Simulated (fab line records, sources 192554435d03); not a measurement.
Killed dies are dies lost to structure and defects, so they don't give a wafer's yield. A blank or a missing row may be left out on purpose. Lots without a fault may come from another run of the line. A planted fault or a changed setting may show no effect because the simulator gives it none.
fab line records | flow n5_finfet | part 1 of 2: steps 1 to 20 of 29
record lots=5 wafers=15 last_day=16
route steps=1938 shown BEOL_M0@720
lots that met no fault: from a run of the same line without faults
start_h: hours from the record's first day to the start of the lot's first wafer shown | wait_h: hours since the lot's step before | " the same as in the row above | L1.1+2: a row that stands for several wafers | - no value, or no start given | * or withheld: withheld | < > ~ a bound
route shown NAME@n: a module of which the file shows steps, and the number in the route of the first | usual: mean/standard deviation of fault-free wafers | same: alike in all rows | chamber/n: place in a boat | sites: the reading at each site | _std_site: their standard deviation | _edge_site: outer sites' mean less inner sites' | radius_mm: how far each site lies from the wafer's centre | mask NAME#n: copy n | behind: the tool/chamber that last shaped the wafer | hold: why the lot was held/for how many hours/how that ended | device: the transistor (n, p or np) that didn't switch | end of line: the same wafers' tests at the end of the route | a step without rows: its recipe alone | killed: dies lost to structure and defects at the first sort, not the wafer's yield | map: a wafer's dies, x killed, . not, _ none there
set.NAME: the setting as run; set.NAME@STEP: as run at that earlier step | model.NAME: the simulator's own value behind a step, which no gauge read
lots at some steps of the route; a table a step, a row a wafer
services: from which hour (start_h, from the record's first day; less than 0 if before it) a tool's chamber was out of use, for how many hours, and why
## steps
# step N5_BEOL_M0_ETCH_128
# recipe chemistry=CF4/N2 target_depth_a=120 overetch_a=51 target=SiCN time_s=21.4 ion_energy_ev=150 pressure_mtorr=40 source_w=430 bias_w=70 Ar_flow_sccm=100 cf4_flow_sccm=60 n2_flow_sccm=60
# usual bias_w=70.04/0.2 chamber_pressure_mTorr=40.00/0.036 drypump_motor_current_A=5.6/0.44 oes_product_au=0.54/0.051 rf_vpp_V=382.3/1.9 showerhead_plenum_p_Torr=2.21/0.074 throttle_valve_pct=15.45/0.28
# columns lot.wafer tool chamber start_h wait_h bias_w chamber_pressure_mTorr drypump_motor_current_A oes_product_au rf_hours_counter_h rf_vpp_V showerhead_plenum_p_Torr throttle_valve_pct
L079.1 rie_diel-01 0 148.56 0.2 70.15 39.96 6.2 0.48 215 382.6 2.19 15.85
L079.2 " 1 " " 69.89 40.04 5.6 0.47 214 382.0 2.19 15.59
L079.5 " 2 " " 70.20 39.95 5.3 0.55 - 381.1 2.13 15.21
L084.1 rie_diel-01 3 178.98 0.2 70.56 39.98 5.4 0.55 96 379.5 2.14 15.05
L084.3 " 0 " " 70.04 40.03 6.2 0.49 225 381.4 2.19 15.87
L084.6 " 0 " " 69.96 40.06 6.2 0.49 - 381.1 2.19 15.87
L086.1 rie_diel-06 0 193.14 0.0 69.73 39.93 4.8 0.57 65 385.2 2.32 15.52
L086.4 " 0 " " 69.84 39.98 4.8 0.59 - 384.8 2.32 15.53
L086.5 " 1 " " 70.29 40.04 6.2 0.58 - 385.0 2.34 15.43
L087.2 rie_diel-05 3 195.39 0.0 70.01 40.00 5.0 0.59 32 384.9 2.34 15.26
L087.4 " 1 " " 70.16 40.00 6.1 0.61 25 381.9 2.25 15.07
L087.5 " 2 " " 70.21 40.04 5.7 0.58 - 382.6 2.14 15.60
L093.2 rie_diel-05 0 230.10 0.1 70.02 40.04 5.5 0.58 55 381.4 2.16 15.20
L093.5 " 1 " " 69.76 40.02 6.1 0.61 - 383.5 2.24 15.10
L093.6 " 2 " " 70.10 40.00 5.6 0.58 - 382.2 2.14 15.64
# step N5_BEOL_M0_TRENCH_ETCH_107
# recipe chemistry=C4F6/O2 target_depth_a=328 target=SiOC time_s=16.4 ion_energy_ev=250 pressure_mtorr=30 source_w=355 bias_w=185 Ar_flow_sccm=300 C4F6_flow_sccm=10 O2_flow_sccm=10
# usual bias_w=185.0/0.63 chamber_pressure_mTorr=29.999/0.028 drypump_motor_current_A=5.6/0.44 oes_product_au=0.79/0.077 rf_vpp_V=663/4.7 showerhead_plenum_p_Torr=2.85/0.096 throttle_valve_pct=20.89/0.28
# columns lot.wafer tool chamber start_h wait_h bias_w chamber_pressure_mTorr drypump_motor_current_A oes_product_au rf_hours_counter_h rf_vpp_V showerhead_plenum_p_Torr throttle_valve_pct
L079.1 rie_diel-01 0 148.61 0.0 185.3 29.983 6.2 0.71 215 659 2.83 21.29
L079.2 " 1 " " 184.9 29.996 5.6 0.71 214 665 2.83 21.01
L079.5 " 2 " " 184.2 29.977 5.3 0.79 - 660 2.74 20.60
L084.1 rie_diel-01 3 179.02 0.0 185.1 29.993 5.4 0.80 96 667 2.76 20.47
L084.3 " 0 " " 184.0 29.940 6.2 0.70 225 659 2.82 21.28
L084.6 " 0 " " 184.9 30.012 6.2 0.69 - 657 2.82 21.30
L086.1 rie_diel-06 0 193.18 0.0 184.9 29.987 4.8 0.85 65 667 2.99 20.99
L086.4 " 0 " " 185.0 30.015 4.8 0.85 - 667 2.99 20.99
L086.5 " 1 " " 186.0 30.033 6.3 0.86 - 660 3.02 21.00
L087.2 rie_diel-05 3 195.44 0.0 185.0 29.958 5.0 0.88 32 673 3.02 20.73
L087.4 " 1 " " 185.1 30.019 6.1 0.90 25 662 2.89 20.51
L087.5 " 2 " " 184.3 29.969 5.7 0.87 - 656 2.76 21.07
L093.2 rie_diel-05 0 230.15 0.0 184.8 30.001 5.5 0.84 55 663 2.78 20.65
L093.5 " 1 " " 185.3 29.974 6.1 0.89 - 662 2.89 20.52
L093.6 " 2 " " 185.0 29.990 5.7 0.85 - 657 2.76 21.08
# step N5_BEOL_M0_STRIP_142
# recipe chemistry=N2/H2 time_s=10 power_w=450 temp_c=40 pressure_mtorr=20 rf_frequency_hz=6e+07 bias_power_w=7 n2_flow_sccm=200 h2_flow_sccm=200
# usual chamber_pressure_mTorr=20.001/0.019 drypump_motor_current_A=5.6/0.44 oes_product_au=0.79/0.077 rf_vpp_V=59.2/0.92 showerhead_plenum_p_Torr=2.54/0.089 throttle_valve_pct=23.67/0.24
# columns lot.wafer tool chamber start_h wait_h chamber_pressure_mTorr drypump_motor_current_A oes_product_au rf_hours_counter_h rf_vpp_V showerhead_plenum_p_Torr throttle_valve_pct
L079.1 rie_diel-01 0 148.63 0.0 20.008 6.2 0.70 215 59.3 2.52 24.03
L079.2 " 1 " " 19.993 5.6 0.70 214 61.1 2.50 23.72
L079.5 " 2 " " 19.997 5.3 0.79 - 59.3 2.45 23.69
L084.1 rie_diel-01 3 179.04 0.0 20.004 5.3 0.80 96 60.3 2.46 23.41
L084.3 " 0 " " 19.990 6.2 0.69 225 59.7 2.52 24.05
L084.6 " 0 " " 20.009 6.2 0.69 - 57.8 2.52 24.05
L086.1 rie_diel-06 0 193.20 0.0 19.966 4.8 0.83 65 60.0 2.68 23.55
L086.4 " 0 " " 19.995 4.8 0.84 - 59.7 2.68 23.57
L086.5 " 1 " " 19.996 6.2 0.86 - 58.6 2.70 23.87
L087.2 rie_diel-05 3 195.46 0.0 19.980 5.0 0.89 32 58.2 2.70 23.17
L087.4 " 1 " " 19.984 6.1 0.90 25 59.2 2.58 23.38
L087.5 " 2 " " 19.986 5.6 0.85 - 58.2 2.46 23.79
L093.2 rie_diel-05 0 230.17 0.0 19.990 5.5 0.85 55 58.9 2.47 23.43
L093.5 " 1 " " 20.020 6.1 0.88 - 59.9 2.58 23.39
L093.6 " 2 " " 20.040 5.7 0.84 - 60.3 2.45 23.81
# step N5_BEOL_M0_OCD_MEAS_108
# usual trench_depth_nm=32.8/0.54
# columns lot.wafer tool chamber start_h wait_h trench_depth_nm
L079.1 ocd-02 - 148.71 0.1 32.0
L079.2 " - " " 32.9
L079.5 " - " " 33.3
L084.1 ocd-02 - 179.12 0.1 32.8
L084.3 " - " " 32.1
L084.6 " - " " 31.4
L086.1 ocd-02 - 193.28 0.1 33.0
L086.4 " - " " 33.5
L086.5 " - " " 32.8
L087.2 ocd-02 - 195.54 0.1 33.1
L087.4 " - " " 33.7
L087.5 " - " " 34.1
L093.2 ocd-01 - 230.25 0.1 32.5
L093.5 " - " " 33.5
L093.6 " - " " 33.4
# step N5_BEOL_M0_HM_STRIP_129
# recipe chemistry=peroxide_tin_strip material=TiN target_depth_a=170 temp_c=50 time_s=108
# columns lot.wafer tool chamber start_h wait_h
L079.1+2+5 wet_bench-05 0,7,3 148.74 0.0
L084.1+3+6 wet_bench-04 1,2,6 179.15 0.0
L086.1+4+5 wet_bench-05 0,6,7 193.32 0.0
L087.2+4+5 wet_bench-01 3,7,0 195.57 0.0
L093.2+5+6 wet_bench-04 7,0,1 230.28 0.0
# step N5_BEOL_M0_SRD_130
# recipe time_s=30 temp_c=23 rinse_liquid=diw dry=ipa_marangoni
# usual do_supply_ppb=10.00/0.096
# columns lot.wafer tool chamber start_h wait_h do_supply_ppb
L079.1 wet_bench-05 0 148.78 0.0 10.13
L079.2 " 7 " " 9.98
L079.5 " 3 " " 10.07
L084.1 wet_bench-04 1 179.19 0.0 10.03
L084.3 " 2 " " 10.04
L084.6 " 6 " " 10.09
L086.1 wet_bench-05 0 193.35 0.0 9.86
L086.4 " 6 " " 10.02
L086.5 " 7 " " 10.02
L087.2 wet_bench-01 3 195.61 0.0 9.99
L087.4 " 7 " " 10.17
L087.5 " 0 " " 10.16
L093.2 wet_bench-04 7 230.31 0.0 9.98
L093.5 " 0 " " 9.91
L093.6 " 1 " " 10.04
# step N5_BEOL_M0_ETCH_109
# recipe chemistry=CH3F/O2 target_depth_a=80 overetch_a=24 target=SiCN time_s=27.4 ion_energy_ev=120 pressure_mtorr=30 source_w=395 bias_w=75 Ar_flow_sccm=150 CH3F_flow_sccm=30 O2_flow_sccm=20
# usual bias_w=75.00/0.23 chamber_pressure_mTorr=30.002/0.027 drypump_motor_current_A=5.6/0.46 oes_product_au=0.69/0.071 rf_vpp_V=297.6/1.6 showerhead_plenum_p_Torr=2.02/0.077 throttle_valve_pct=16.35/0.27
# columns lot.wafer tool chamber start_h wait_h bias_w chamber_pressure_mTorr drypump_motor_current_A oes_product_au rf_hours_counter_h rf_vpp_V showerhead_plenum_p_Torr throttle_valve_pct
L079.1 rie_diel-01 0 148.82 0.0 75.19 29.991 6.2 0.60 215 296.6 1.99 16.75
L079.2 " 1 " " 75.16 29.991 5.6 0.60 214 296.5 1.98 16.46
L079.5 " 1 " " 74.94 29.982 5.6 0.60 - 296.7 1.98 16.48
L084.1 rie_diel-01 1 179.23 0.0 75.09 29.983 5.7 0.60 224 296.2 1.98 16.49
L084.3 " 2 " " 75.07 30.032 5.3 0.67 116 294.4 1.92 16.10
L084.6 " 3 " " 75.48 30.034 5.3 0.70 - 296.9 1.94 15.95
L086.1 rie_diel-05 2 193.39 0.0 74.83 29.979 5.7 0.71 74 295.4 1.94 16.48
L086.4 " 1 " " 74.98 29.954 6.1 0.78 24 297.9 2.03 15.96
L086.5 " 0 " " 74.97 30.040 5.5 0.74 - 298.1 1.95 16.03
L087.2 rie_diel-06 1 195.65 0.0 74.78 30.007 6.2 0.74 46 300.8 2.13 16.39
L087.4 " 1 " " 74.90 30.014 6.3 0.74 - 299.5 2.13 16.39
L087.5 " 3 " " 74.70 29.971 5.7 0.60 - 298.6 2.06 16.78
L093.2 rie_diel-05 0 230.36 0.0 75.27 29.997 5.5 0.73 55 296.2 1.95 16.06
L093.5 " 2 " " 74.54 30.026 5.6 0.73 - 295.6 1.94 16.52
L093.6 " 3 " " 75.30 29.997 5.0 0.73 - 298.8 2.12 16.18
# step N5_BEOL_M0_STRIP_139
# recipe chemistry=post_etch_residue_remover time_s=60 temp_c=25 remover_ph=withheld remover_water_wt_pct=withheld remover_fluoride_wt_pct=withheld
# columns lot.wafer tool chamber start_h wait_h
L079.1+2+5 wet_bench-04 3,5,4 148.93 0.1
L084.1+3+6 wet_bench-01 6,5,2 179.33 0.1
L086.1+4+5 wet_bench-01 7,6,1 193.50 0.1
L087.2+4+5 wet_bench-05 0,5,6 195.76 0.1
L093.2+5+6 wet_bench-04 5,7,1 230.47 0.1
# step N5_BEOL_M0_SRD_111
# recipe time_s=30 temp_c=23 rinse_liquid=diw dry=ipa_marangoni
# usual do_supply_ppb=10.01/0.096
# columns lot.wafer tool chamber start_h wait_h do_supply_ppb
L079.1 wet_bench-04 3 148.94 0.0 10.24
L079.2 " 5 " " 10.04
L079.5 " 4 " " 9.93
L084.1 wet_bench-01 6 179.35 0.0 10.02
L084.3 " 5 " " 10.13
L084.6 " 2 " " 9.84
L086.1 wet_bench-01 7 193.52 0.0 10.05
L086.4 " 6 " " 9.94
L086.5 " 1 " " 9.93
L087.2 wet_bench-05 0 195.78 0.0 9.87
L087.4 " 5 " " 10.08
L087.5 " 6 " " 10.13
L093.2 wet_bench-04 5 230.49 0.0 9.98
L093.5 " 7 " " 9.91
L093.6 " 1 " " 10.01
# step N5_BEOL_M0_DEGAS_112
# recipe ambient=vacuum temp_c=250 time_s=60
# usual heater_power_w=340/26
# columns lot.wafer tool chamber start_h wait_h heater_power_w
L079.1 pvd_sputter-03 - 148.99 0.0 347
L079.2 " - " " 343
L079.5 " - " " 300
L084.1 pvd_sputter-01 - 179.64 0.3 369
L084.3 " - " " 321
L084.6 " - " " 332
L086.1 pvd_sputter-03 - 193.96 0.4 351
L086.4 " - " " 293
L086.5 " - " " 351
L087.2 pvd_sputter-01 - 195.84 0.0 370
L087.4 " - " " 324
L087.5 " - " " 365
L093.2 pvd_sputter-01 - 230.71 0.2 367
L093.5 " - " " 363
L093.6 " - " " 363
# step N5_BEOL_M0_PRE_CLEAN_113
# recipe gas=H2/He time_s=30 temp_c=250
# usual heater_power_w=340/26
# columns lot.wafer tool chamber start_h wait_h heater_power_w
L079.1 pvd_sputter-03 - 149.03 0.0 339
L079.2 " - " " 339
L079.5 " - " " 298
L084.1 pvd_sputter-01 - 179.68 0.0 361
L084.3 " - " " 322
L084.6 " - " " 331
L086.1 pvd_sputter-03 - 194.00 0.0 341
L086.4 " - " " 306
L086.5 " - " " 349
L087.2 pvd_sputter-01 - 195.88 0.0 354
L087.4 " - " " 317
L087.5 " - " " 360
L093.2 pvd_sputter-01 - 230.75 0.0 360
L093.5 " - " " 363
L093.6 " - " " 361
# step N5_BEOL_M0_ALD_136
# recipe material=TaN target_thk_a=* temp_c=275 ald_precursor_family=PDMAT ald_co_reactant=NH3 pressure_torr=3 carrier_flow_sccm=1500 pulse_time_s=2 purge_time_s=3 co_reactant_purge_time_s=2 co_reactant_pulse_time_s=3 ald_cycles=30 precursor_vessel_temp_c=75 precursor_vessel_pressure_torr=26.25 precursor_vessel_carrier_sccm=1000
# usual heater_power_outer_w=223/21 heater_power_w=406/38 precursor_vessel_temp_c=74.99/0.11
# same co_reactant_purge_time_s=2
# columns lot.wafer tool chamber start_h wait_h heater_power_outer_w heater_power_w precursor_vessel_temp_c
L079.1 ald_metal-01 0 149.09 0.0 207 428 74.92
L079.2 " 3 " " 244 433 75.15
L079.5 " 1 " " 210 385 74.87
L084.1 ald_metal-01 1 179.75 0.1 211 394 74.86
L084.3 " 2 " " 191 322 74.96
L084.6 " 3 " " 250 431 74.76
L086.1 ald_metal-04 1 194.29 0.3 220 414 74.95
L086.4 " 0 " " 230 421 75.01
L086.5 " 2 " " 231 445 75.12
L087.2 ald_metal-04 1 195.99 0.1 227 414 74.97
L087.4 " 3 " " 251 431 75.02
L087.5 " 1 " " 225 415 74.94
L093.2 ald_metal-02 2 231.02 0.2 240 434 74.83
L093.5 " 1 " " 233 452 75.20
L093.6 " 0 " " 196 350 75.05
# step N5_BEOL_M0_SURFACE_TREAT_137
# recipe gas=Ar time_s=* ion_energy_ev=* ion_current_ma_cm2=0.5 pressure_mtorr=* ar_flow_sccm=30
# usual throttle_valve_pct=*
# columns lot.wafer tool chamber start_h wait_h throttle_valve_pct
L079.1 pvd_sputter-03 - 149.35 0.2 *
L079.2 " - " " *
L079.5 " - " " *
L084.1 pvd_sputter-01 - 179.99 0.1 *
L084.3 " - " " *
L084.6 " - " " *
L086.1 pvd_sputter-02 - 195.00 0.6 *
L086.4 " - " " *
L086.5 " - " " *
L087.2 pvd_sputter-03 - 196.26 0.2 *
L087.4 " - " " *
L087.5 " - " " *
L093.2 pvd_sputter-02 - 231.48 0.4 *
L093.5 " - " " *
L093.6 " - " " *
# step N5_BEOL_M0_CVD_115
# recipe material=Co target_thk_a=* temp_c=withheld precursor=CCTBA/H2 pressure_torr=30 time_s=120
# columns lot.wafer tool chamber start_h wait_h
L079.1+2+5 cvd_co-01 2,1,1 149.64 0.3
L084.1+3+6 cvd_co-01 1,2,2 180.05 0.0
L086.1+4+5 cvd_co-02 2,1,2 195.07 0.0
L087.2+4+5 cvd_co-01 0,1,1 196.48 0.2
L093.2+5+6 cvd_co-01 0,2,0 232.11 0.6
# step N5_BEOL_M0_SPUTTER_116
# recipe material=Cu target_thk_a=40 temp_c=-20 chamber_pressure_pa=0.07 power_w=withheld time_s=7.37
# usual throttle_valve_pct=29.8/0.83
# columns lot.wafer tool chamber start_h wait_h throttle_valve_pct
L079.1 pvd_sputter-01 - 150.69 1.0 29.4
L079.2 " - " " 30.2
L079.5 " - " " 30.2
L084.1 pvd_sputter-02 - 180.16 0.1 28.4
L084.3 " - " " 29.9
L084.6 " - " " 29.1
L086.1 pvd_sputter-02 - 195.24 0.1 31.3
L086.4 " - " " 30.0
L086.5 " - " " 29.3
L087.2 pvd_sputter-03 - 196.64 0.1 29.2
L087.4 " - " " 28.9
L087.5 " - " " 29.1
L093.2 pvd_sputter-03 - 232.22 0.1 29.5
L093.5 " - " " 29.4
L093.6 " - " " 29.0
# step N5_BEOL_M0_ANNEAL_117
# recipe temp_c=400 time_s=60 ambient=vacuum
# usual heater_power_w=866/77 susceptor_temp_C_max=400.8/0.34
# columns lot.wafer tool chamber start_h wait_h heater_power_w susceptor_temp_C_max
L079.1 pvd_sputter-01 - 150.77 0.0 799 400.3
L079.2 " - " " 838 400.3
L079.5 " - " " 852 400.7
L084.1 pvd_sputter-02 - 180.24 0.0 848 400.8
L084.3 " - " " 909 401.3
L084.6 " - " " 806 401.0
L086.1 pvd_sputter-02 - 195.32 0.0 1031 400.6
L086.4 " - " " 942 400.9
L086.5 " - " " 832 400.5
L087.2 pvd_sputter-03 - 196.72 0.0 845 400.4
L087.4 " - " " 853 401.0
L087.5 " - " " 884 401.0
L093.2 pvd_sputter-03 - 232.30 0.0 877 400.2
L093.5 " - " " 733 401.5
L093.6 " - " " 850 400.8
# step N5_BEOL_M0_SPUTTER_132
# recipe material=Cu target_thk_a=40 temp_c=-20 chamber_pressure_pa=0.07 power_w=withheld time_s=7.37
# usual throttle_valve_pct=29.8/0.84
# columns lot.wafer tool chamber start_h wait_h throttle_valve_pct
L079.1 pvd_sputter-01 - 150.81 0.0 29.5
L079.2 " - " " 30.3
L079.5 " - " " 30.1
L084.1 pvd_sputter-02 - 180.28 0.0 28.5
L084.3 " - " " 29.7
L084.6 " - " " 29.0
L086.1 pvd_sputter-02 - 195.36 0.0 31.2
L086.4 " - " " 30.3
L086.5 " - " " 29.2
L087.2 pvd_sputter-03 - 196.76 0.0 29.5
L087.4 " - " " 28.9
L087.5 " - " " 29.0
L093.2 pvd_sputter-03 - 232.34 0.0 29.4
L093.5 " - " " 29.3
L093.6 " - " " 29.0
# step N5_BEOL_M0_ANNEAL_133
# recipe temp_c=400 time_s=60 ambient=vacuum
# usual heater_power_w=870/80 susceptor_temp_C_max=400.8/0.31
# columns lot.wafer tool chamber start_h wait_h heater_power_w susceptor_temp_C_max
L079.1 pvd_sputter-01 - 150.89 0.0 797 400.8
L079.2 " - " " 844 400.6
L079.5 " - " " 837 400.7
L084.1 pvd_sputter-02 - 180.36 0.0 841 401.0
L084.3 " - " " 925 401.1
L084.6 " - " " 800 400.5
L086.1 pvd_sputter-02 - 195.44 0.0 1040 400.6
L086.4 " - " " 941 400.6
L086.5 " - " " 823 400.8
L087.2 pvd_sputter-03 - 196.84 0.0 875 400.3
L087.4 " - " " 869 401.0
L087.5 " - " " 856 401.2
L093.2 pvd_sputter-03 - 232.42 0.0 856 400.4
L093.5 " - " " 753 401.2
L093.6 " - " " 830 401.1
# step N5_BEOL_M0_SPUTTER_134
# recipe material=Cu target_thk_a=40 temp_c=-20 chamber_pressure_pa=0.07 power_w=withheld time_s=7.37
# usual throttle_valve_pct=29.9/0.8
# columns lot.wafer tool chamber start_h wait_h throttle_valve_pct
L079.1 pvd_sputter-01 - 150.93 0.0 29.7
L079.2 " - " " 30.1
L079.5 " - " " 30.1
L084.1 pvd_sputter-02 - 180.40 0.0 28.8
L084.3 " - " " 30.0
L084.6 " - " " 29.4
L086.1 pvd_sputter-02 - 195.48 0.0 31.1
L086.4 " - " " 30.3
L086.5 " - " " 29.3
L087.2 pvd_sputter-03 - 196.88 0.0 29.4
L087.4 " - " " 28.9
L087.5 " - " " 29.4
L093.2 pvd_sputter-03 - 232.46 0.0 29.7
L093.5 " - " " 29.2
L093.6 " - " " 28.9
# step N5_BEOL_M0_ANNEAL_135
# recipe temp_c=400 time_s=60 ambient=vacuum
# usual heater_power_w=868/80 susceptor_temp_C_max=400.8/0.31
# columns lot.wafer tool chamber start_h wait_h heater_power_w susceptor_temp_C_max
L079.1 pvd_sputter-01 - 151.01 0.0 809 400.6
L079.2 " - " " 846 400.8
L079.5 " - " " 831 400.9
L084.1 pvd_sputter-02 - 180.48 0.0 833 401.1
L084.3 " - " " 908 401.3
L084.6 " - " " 813 400.9
L086.1 pvd_sputter-02 - 195.56 0.0 1023 400.6
L086.4 " - " " 947 401.0
L086.5 " - " " 812 400.5
L087.2 pvd_sputter-03 - 196.96 0.0 843 400.4
L087.4 " - " " 837 400.8
L087.5 " - " " 852 400.7
L093.2 pvd_sputter-03 - 232.54 0.0 881 400.2
L093.5 " - " " 755 401.3
L093.6 " - " " 861 401.2
